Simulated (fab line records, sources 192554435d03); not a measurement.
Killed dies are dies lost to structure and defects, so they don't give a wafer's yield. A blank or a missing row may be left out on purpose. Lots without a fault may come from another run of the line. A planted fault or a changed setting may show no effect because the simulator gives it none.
Which tool did it? | flow n5_finfet | 24 lots, 72 wafers sampled, at 6 steps of a route of 1938

WHAT THE GAUGES READ, wafer by wafer
N5_BEOL_M10_OVL_MEAS_12.
lot  | measured     | on         | M10_OVL (nm)
L077 | day 11 04:22 | overlay-02 | 0.5 2.0 0.1
L074 | day 11 08:26 | overlay-02 | -2.1 0.0 -1.6
L075 | day 11 08:45 | overlay-01 | -0.3 0.7 0.4
L076 | day 11 17:28 | overlay-02 | 0.8 1.0 0.5
L078 | day 12 03:49 | overlay-01 | -0.5 0.0 0.5
L079 | day 12 03:55 | overlay-01 | 0.1 0.4 1.4
L080 | day 12 12:47 | overlay-01 | 1.5 0.6 0.1
L081 | day 13 20:44 | overlay-02 | -1.5 -0.1 0.0
L082 | day 13 20:55 | overlay-01 | 0.4 -0.8 0.9
L085 | day 14 00:46 | overlay-02 | 0.4 0.2 0.0
L084 | day 14 01:04 | overlay-01 | 1.3 1.0 0.9
L083 | day 14 09:01 | overlay-01 | -0.6 0.4 1.1
L087 | day 14 20:52 | overlay-02 | 0.0 -0.9 -0.5
L086 | day 15 00:59 | overlay-01 | 1.0 1.4 1.2
L088 | day 15 05:05 | overlay-02 | 0.7 0.9 0.2
L089 | day 15 05:21 | overlay-01 | 0.1 1.1 0.1
L090 | day 15 11:09 | overlay-01 | 0.1 0.3 0.2
L092 | day 15 12:28 | overlay-01 | 1.2 0.6 1.1
L093 | day 15 21:50 | overlay-02 | -0.3 0.6 0.0
L091 | day 15 22:02 | overlay-02 | -1.8 -0.2 -1.8
L094 | day 16 06:26 | overlay-02 | -0.2 0.1 -0.3
L095 | day 16 17:29 | overlay-02 | -0.2 -1.0 -1.0
L096 | day 16 21:00 | overlay-01 | -0.2 0.2 -1.0
L097 | day 17 12:15 | overlay-02 | 0.9 0.6 1.6

N5_BEOL_M10_CD_MEAS_18: pitch 140 nm, target cd 70 nm.
lot  | measured     | on        | cd_nm (nm)
L077 | day 11 04:56 | cd_sem-02 | 71.1 70.0 71.0
L074 | day 11 08:56 | cd_sem-02 | 70.5 69.4 69.4
L075 | day 11 09:16 | cd_sem-02 | 69.9 70.0 70.0
L076 | day 11 17:58 | cd_sem-03 | 69.8 69.9 69.0
L078 | day 12 04:20 | cd_sem-02 | 69.8 68.4 69.1
L079 | day 12 04:35 | cd_sem-01 | 69.5 69.9 70.5
L080 | day 12 13:52 | cd_sem-03 | 69.6 70.0 69.6
L081 | day 13 21:26 | cd_sem-02 | 70.0 70.2 70.0
L082 | day 13 21:29 | cd_sem-01 | 69.6 70.1 68.9
L085 | day 14 01:19 | cd_sem-02 | 69.5 68.9 68.9
L084 | day 14 01:40 | cd_sem-03 | 70.6 70.0 69.5
L083 | day 14 09:51 | cd_sem-01 | 69.1 69.3 67.9
L087 | day 14 21:55 | cd_sem-02 | 70.7 69.1 70.5
L086 | day 15 01:30 | cd_sem-03 | 69.8 69.3 69.1
L088 | day 15 06:26 | cd_sem-02 | 70.3 70.1 70.0
L089 | day 15 06:32 | cd_sem-01 | 70.3 70.0 71.1
L090 | day 15 11:44 | cd_sem-01 | 69.7 69.7 69.6
L092 | day 15 13:32 | cd_sem-03 | 69.9 68.8 70.6
L093 | day 15 22:43 | cd_sem-03 | 69.8 70.5 70.2
L091 | day 15 22:45 | cd_sem-02 | 70.4 70.3 70.5
L094 | day 16 07:31 | cd_sem-03 | 70.3 70.1 69.9
L095 | day 16 18:00 | cd_sem-01 | 70.3 68.8 69.1
L096 | day 16 22:00 | cd_sem-02 | 70.0 69.9 69.0
L097 | day 17 12:52 | cd_sem-03 | 69.6 69.8 69.9

WHICH TOOL RAN EACH LOT (tool, then ch and the chambers of the sampled wafers, then the start)
lot  | N5_BEOL_M9_SPUTTER_48        | N5_BEOL_M9_CMP_52             | N5_BEOL_M10_HM_DEP_02        | N5_BEOL_M10_STRIP_67
L077 | pvd_sputter-02, day 11 00:21 | cmp-02 ch 0,1,2, day 11 00:55 | pvd_sputter-03, day 11 03:50 | rie_diel-01 ch 0,1,3, day 11 04:40
L074 | pvd_sputter-02, day 11 04:25 | cmp-03 ch 0,1,2, day 11 04:59 | pvd_sputter-03, day 11 07:54 | rie_diel-04 ch 1,2,3, day 11 08:43
L075 | pvd_sputter-03, day 11 05:29 | cmp-02 ch 0,2,3, day 11 06:05 | pvd_sputter-01, day 11 08:13 | rie_diel-04 ch 1,3, day 11 09:02
L076 | pvd_sputter-01, day 11 14:45 | cmp-01 ch 2,3, day 11 15:24   | pvd_sputter-01, day 11 16:56 | rie_diel-04 ch 1,2, day 11 17:45
L078 | pvd_sputter-03, day 12 00:19 | cmp-01 ch 0,1,2, day 12 00:50 | pvd_sputter-03, day 12 03:25 | rie_diel-05 ch 0,1,3, day 12 04:06
L079 | pvd_sputter-02, day 12 00:44 | cmp-01 ch 0,2, day 12 01:27   | pvd_sputter-01, day 12 03:31 | rie_diel-05 ch 0,1,2, day 12 04:22
L080 | pvd_sputter-01, day 12 10:12 | cmp-03 ch 0,2,3, day 12 11:04 | pvd_sputter-01, day 12 12:15 | rie_diel-01 ch 0,2, day 12 13:37
L081 | pvd_sputter-03, day 13 15:10 | cmp-02 ch 0,2, day 13 15:41   | pvd_sputter-02, day 13 20:13 | rie_diel-04 ch 1,2,3, day 13 21:11
L082 | pvd_sputter-03, day 13 16:07 | cmp-03 ch 0,2, day 13 16:58   | pvd_sputter-02, day 13 20:31 | rie_diel-01 ch 0,1, day 13 21:13
L085 | pvd_sputter-03, day 13 21:39 | cmp-03 ch 0,2,3, day 13 22:13 | pvd_sputter-01, day 14 00:14 | rie_diel-01 ch 0,2, day 14 01:04
L084 | pvd_sputter-03, day 13 21:50 | cmp-03 ch 0,1, day 13 22:46   | pvd_sputter-01, day 14 00:32 | rie_diel-05 ch 0,1,3, day 14 01:21
L083 | pvd_sputter-03, day 14 04:49 | cmp-01 ch 0,2,3, day 14 05:25 | pvd_sputter-03, day 14 08:35 | rie_diel-05 ch 1,2,3, day 14 09:30
L087 | pvd_sputter-02, day 14 18:05 | cmp-03 ch 0,1,2, day 14 18:37 | pvd_sputter-01, day 14 20:20 | rie_diel-01 ch 1,2,3, day 14 21:38
L086 | pvd_sputter-01, day 14 21:59 | cmp-03 ch 0,1,3, day 14 22:46 | pvd_sputter-01, day 15 00:28 | rie_diel-04 ch 0,1,3, day 15 01:16
L088 | pvd_sputter-03, day 15 00:38 | cmp-03 ch 0,1, day 15 01:09   | pvd_sputter-02, day 15 04:33 | rie_diel-04 ch 0,2,3, day 15 06:12
L089 | pvd_sputter-01, day 15 01:07 | cmp-02 ch 0,1, day 15 01:44   | pvd_sputter-03, day 15 04:57 | rie_diel-01 ch 1,2,3, day 15 06:16
L090 | pvd_sputter-03, day 15 07:52 | cmp-02 ch 0,2,3, day 15 08:41 | pvd_sputter-02, day 15 10:45 | rie_diel-05 ch 0,2,3, day 15 11:31
L092 | pvd_sputter-01, day 15 09:16 | cmp-03 ch 1,3, day 15 09:59   | pvd_sputter-03, day 15 11:56 | rie_diel-01 ch 2,3, day 15 13:19
L093 | pvd_sputter-03, day 15 17:45 | cmp-02 ch 0,2,3, day 15 18:54 | pvd_sputter-02, day 15 21:19 | rie_diel-05 ch 0,3, day 15 22:17
L091 | pvd_sputter-01, day 15 18:09 | cmp-01 ch 0,1,2, day 15 19:25 | pvd_sputter-02, day 15 21:31 | rie_diel-05 ch 0,1,3, day 15 22:32
L094 | pvd_sputter-03, day 16 02:52 | cmp-01 ch 0,1,3, day 16 04:02 | pvd_sputter-01, day 16 06:01 | rie_diel-05 ch 0,1,2, day 16 07:12
L095 | pvd_sputter-01, day 16 13:43 | cmp-03 ch 0,2, day 16 14:16   | pvd_sputter-03, day 16 16:58 | rie_diel-01 ch 0,1, day 16 17:47
L096 | pvd_sputter-03, day 16 17:10 | cmp-03 ch 0,1,3, day 16 17:46 | pvd_sputter-02, day 16 20:36 | rie_diel-04 ch 0,2, day 16 21:38
L097 | pvd_sputter-03, day 17 09:50 | cmp-03 ch 0,1,2, day 17 10:30 | pvd_sputter-01, day 17 11:43 | rie_diel-01 ch 0,2, day 17 12:32
- N5_BEOL_M9_SPUTTER_48: material Cu, target thk 12 nm, time 2 s.
- N5_BEOL_M9_CMP_52: polishes, stops on SiCOH lowk, t overpolish 7 s, target thk 140 nm.
- N5_BEOL_M10_HM_DEP_02: deposits TiN, target thk 20 nm.
- N5_BEOL_M10_STRIP_67: strips in CF4.

WHAT THE TOOLS THEMSELVES READ (means of the sampled wafers that have a number; where no wafer has one, the mark that the record gives instead)
N5_BEOL_M9_SPUTTER_48.
lot  | tool           | throttle_valve_pct (%)
L077 | pvd_sputter-02 | 29.5
L074 | pvd_sputter-02 | 29.3
L075 | pvd_sputter-03 | 30.8
L076 | pvd_sputter-01 | 29.4
L078 | pvd_sputter-03 | 30.9
L079 | pvd_sputter-02 | 30.0
L080 | pvd_sputter-01 | 29.1
L081 | pvd_sputter-03 | 30.9
L082 | pvd_sputter-03 | 30.4
L085 | pvd_sputter-03 | 30.7
L084 | pvd_sputter-03 | 30.5
L083 | pvd_sputter-03 | 31.1
L087 | pvd_sputter-02 | 29.9
L086 | pvd_sputter-01 | 27.6
L088 | pvd_sputter-03 | 30.9
L089 | pvd_sputter-01 | 28.1
L090 | pvd_sputter-03 | 30.6
L092 | pvd_sputter-01 | 27.6
L093 | pvd_sputter-03 | 31.2
L091 | pvd_sputter-01 | 28.6
L094 | pvd_sputter-03 | 30.5
L095 | pvd_sputter-01 | 29.2
L096 | pvd_sputter-03 | 30.6
L097 | pvd_sputter-03 | 30.8

N5_BEOL_M9_CMP_52.
lot  | tool   | barrier_field_endpoint_s (s) | motor_current_A (A) | overpolish_run_s (s) | retaining_ring_pressure_frac | slurry_flow_ml_min | time_to_endpoint_s (s)
L077 | cmp-02 | 29.6                         | 5.6                 | 7.002                | 0.999                        | 150.1              | 68
L074 | cmp-03 | 29.4                         | 6.1                 | 7.005                | 0.998                        | 150.0              | 69
L075 | cmp-02 | 29.4                         | 6.0                 | 7.001                | 0.999                        | 150.4              | 71
L076 | cmp-01 | 29.2                         | 5.8                 | 7.004                | 1.004                        | 150.2              | 65
L078 | cmp-01 | 29.0                         | 5.4                 | 6.993                | 1.001                        | 150.2              | 69
L079 | cmp-01 | 28.6                         | 5.7                 | 6.998                | 1.005                        | 150.2              | 67
L080 | cmp-03 | 30.3                         | 6.3                 | 7.002                | 0.997                        | 150.2              | 69
L081 | cmp-02 | 28.2                         | 5.3                 | 6.996                | 0.994                        | 150.0              | 65
L082 | cmp-03 | 28.7                         | 6.3                 | 7.000                | 0.997                        | 150.0              | 67
L085 | cmp-03 | 28.7                         | 6.1                 | 7.000                | 1.001                        | 149.7              | 69
L084 | cmp-03 | 28.6                         | 6.0                 | 6.997                | 0.992                        | 149.7              | 65
L083 | cmp-01 | 30.2                         | 5.6                 | 6.999                | 1.000                        | 150.1              | 68
L087 | cmp-03 | 29.1                         | 6.0                 | 7.008                | 1.004                        | 150.0              | 68
L086 | cmp-03 | 29.2                         | 5.9                 | 7.002                | 0.995                        | 150.4              | 62
L088 | cmp-03 | 28.9                         | 5.9                 | 7.008                | 0.996                        | 150.2              | 68
L089 | cmp-02 | 29.2                         | 5.6                 | 7.002                | 1.000                        | 149.7              | 68
L090 | cmp-02 | 28.8                         | 5.9                 | 6.993                | 1.000                        | 150.2              | 66
L092 | cmp-03 | 28.2                         | 5.7                 | 7.003                | 0.998                        | 150.4              | 61
L093 | cmp-02 | 29.4                         | 5.9                 | 7.003                | 1.001                        | 150.5              | 70
L091 | cmp-01 | 29.2                         | 5.6                 | 7.008                | 1.000                        | 150.0              | 70
L094 | cmp-01 | 28.2                         | 5.5                 | 6.998                | 1.006                        | 149.9              | 68
L095 | cmp-03 | 29.6                         | 6.5                 | 6.999                | 1.003                        | 149.8              | 68
L096 | cmp-03 | 28.5                         | 5.8                 | 6.993                | 0.998                        | 149.5              | 65
L097 | cmp-03 | 29.1                         | 6.1                 | 7.002                | 1.001                        | 150.5              | 71

N5_BEOL_M10_HM_DEP_02.
lot  | tool           | throttle_valve_pct (%)
L077 | pvd_sputter-03 | 30.6
L074 | pvd_sputter-03 | 31.1
L075 | pvd_sputter-01 | 28.4
L076 | pvd_sputter-01 | 28.4
L078 | pvd_sputter-03 | 30.6
L079 | pvd_sputter-01 | 28.3
L080 | pvd_sputter-01 | 28.0
L081 | pvd_sputter-02 | 29.1
L082 | pvd_sputter-02 | 29.8
L085 | pvd_sputter-01 | 28.4
L084 | pvd_sputter-01 | 29.5
L083 | pvd_sputter-03 | 31.0
L087 | pvd_sputter-01 | 28.4
L086 | pvd_sputter-01 | 28.7
L088 | pvd_sputter-02 | 29.1
L089 | pvd_sputter-03 | 31.4
L090 | pvd_sputter-02 | 30.0
L092 | pvd_sputter-03 | 30.7
L093 | pvd_sputter-02 | 29.9
L091 | pvd_sputter-02 | 30.0
L094 | pvd_sputter-01 | 28.2
L095 | pvd_sputter-03 | 31.0
L096 | pvd_sputter-02 | 29.1
L097 | pvd_sputter-01 | 28.3

N5_BEOL_M10_STRIP_67.
lot  | tool        | bias_power_w (W) | drypump_motor_current_A (A) | oes_product_au (a.u.) | power_w (W) | rf_vpp_V (V) | showerhead_plenum_p_Torr (Torr) | throttle_valve_pct (%)
L077 | rie_diel-01 | 74.95            | 5.6                         | 0.76                  | 299.4       | 270.4        | 1.78                            | 13.86
L074 | rie_diel-04 | 74.79            | 5.9                         | 0.82                  | 300.6       | 271.3        | 1.78                            | 13.38
L075 | rie_diel-04 | 75.28            | 5.9                         | 0.76                  | 299.9       | 269.4        | 1.73                            | 13.36
L076 | rie_diel-04 | 74.89            | 5.9                         | 0.86                  | 300.2       | 272.0        | 1.82                            | 13.33
L078 | rie_diel-05 | 74.68            | 6.3                         | 0.83                  | 301.1       | 270.8        | 1.78                            | 13.57
L079 | rie_diel-05 | 74.99            | 5.8                         | 0.77                  | 298.9       | 270.9        | 1.80                            | 13.71
L080 | rie_diel-01 | 75.18            | 6.1                         | 0.87                  | 300.2       | 270.4        | 1.80                            | 13.64
L081 | rie_diel-04 | 75.00            | 5.9                         | 0.79                  | 300.6       | 270.1        | 1.78                            | 13.44
L082 | rie_diel-01 | 75.17            | 5.7                         | 0.78                  | 299.7       | 270.3        | 1.79                            | 13.88
L085 | rie_diel-01 | 75.03            | 6.0                         | 0.76                  | 300.0       | 271.5        | 1.82                            | 13.90
L084 | rie_diel-05 | 74.99            | 6.3                         | 0.80                  | 300.2       | 271.1        | 1.78                            | 13.60
L083 | rie_diel-05 | 74.88            | 5.8                         | 0.83                  | 300.1       | 271.6        | 1.81                            | 13.50
L087 | rie_diel-01 | 74.74            | 5.6                         | 0.89                  | 299.9       | 271.3        | 1.81                            | 13.53
L086 | rie_diel-04 | 75.25            | 5.9                         | 0.76                  | 300.0       | 269.9        | 1.74                            | 13.48
L088 | rie_diel-04 | 75.15            | 5.9                         | 0.76                  | 300.1       | 270.8        | 1.75                            | 13.57
L089 | rie_diel-01 | 75.09            | 5.6                         | 0.89                  | 300.2       | 271.8        | 1.81                            | 13.54
L090 | rie_diel-05 | 74.93            | 6.1                         | 0.87                  | 300.2       | 271.5        | 1.81                            | 13.43
L092 | rie_diel-01 | 75.05            | 5.5                         | 0.92                  | 300.4       | 272.9        | 1.87                            | 13.39
L093 | rie_diel-05 | 74.80            | 6.5                         | 0.94                  | 300.1       | 272.1        | 1.77                            | 13.36
L091 | rie_diel-05 | 74.77            | 6.3                         | 0.88                  | 299.6       | 270.9        | 1.77                            | 13.44
L094 | rie_diel-05 | 74.92            | 5.8                         | 0.83                  | 299.7       | 271.2        | 1.79                            | 13.59
L095 | rie_diel-01 | 74.94            | 5.8                         | 0.91                  | 299.7       | 270.3        | 1.81                            | 13.68
L096 | rie_diel-04 | 74.84            | 5.9                         | 0.80                  | 300.4       | 271.9        | 1.78                            | 13.64
L097 | rie_diel-01 | 74.85            | 6.0                         | 0.91                  | 299.5       | 270.4        | 1.81                            | 13.57

THE ANSWER, worked out from the rows above alone
Rule: what is usual is taken from the lots themselves. Put in order of their means at a reading, lots are off if they are a third of the lots or fewer, leave a main group of 4 or more, and stand apart from it by a gap of 3 or more times the standard deviation of the main group's means; of several such gaps the widest counts. A main group whose means are all the same, to the digits that the tables above print for the reading, isn't used. A lot without any number at a reading at which 4 lots or more have one is off too. The other lots that the step has rows for count as sound. The gauges are gone through in route order, then the tools' own readings, and for those a lot's mean is taken as printed above. The first step at which some lot is off is used, and at that step the reading that is off furthest; a lot without a number counts as furthest.
No lot is off at any reading shown: from this, nothing can be told.

WHAT THE SIMULATOR HAD PUT IN
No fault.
